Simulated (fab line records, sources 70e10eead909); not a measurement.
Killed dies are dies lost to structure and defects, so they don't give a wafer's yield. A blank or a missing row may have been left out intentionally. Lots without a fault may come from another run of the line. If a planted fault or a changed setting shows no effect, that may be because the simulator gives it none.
Chamber matching -- flow nandHarc -- NHARC_A_CHANNEL_FILL_D2_ALD_16 on aldHk-01: 4 sister chambers
The step deposits SiO2, target thk 1.5 nm, pulse time 10 s, ald cycles 15. 4 wafers are shown with their chamber, then 12 later ones without.

## WAFERS, EACH WITH ITS CHAMBER
wafer,chamber,heaterPowerW (W)
L086.1,0,439
L086.3,1,427
L088.4,2,503
L088.5,3,466

## WAFERS WHOSE CHAMBER IS MISSING
wafer,heaterPowerW (W)
L090.1,425
L090.4,419
L090.5,431
L093.1,419
L093.4,466
L093.5,470
L094.1,414
L094.2,477
L094.4,415
L096.1,408
L096.5,383
L096.6,419

## EACH ONE'S CHAMBER
wafer,from the rows above,in truth
L090.1,can't be placed: 1 or 0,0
L090.4,can't be placed: 1 or 0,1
L090.5,can't be placed: 1 or 0 or 3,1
L093.1,can't be placed: 1 or 0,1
L093.4,can't be placed: 3 or 0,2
L093.5,can't be placed: 3 or 0 or 2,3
L094.1,can't be placed: 1 or 0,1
L094.2,can't be placed: 3 or 2 or 0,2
L094.4,can't be placed: 1 or 0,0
L096.1,can't be placed: 1 or 0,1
L096.5,can't be placed: 1 or 0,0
L096.6,can't be placed: 1 or 0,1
Placed correctly: 0 of 12. Not placeable from these rows: 12 (in 11, the candidates include the true chamber). Placed wrongly: 0.
How it was worked out, from the rows above alone: a wafer's distance from a chamber is the root of the sum, over the readings, of the square of ((its reading less the chamber's mean) divided by the reading's scatter). If the next closest chamber is less than 2 further off than the closest, the wafer can't be placed; otherwise it belongs to the closest. Each chamber's mean is taken over the wafers shown for it. The scatter: root of mean squared gap, hidden wafer to nearest shown wafer, with one shown wafer a chamber.
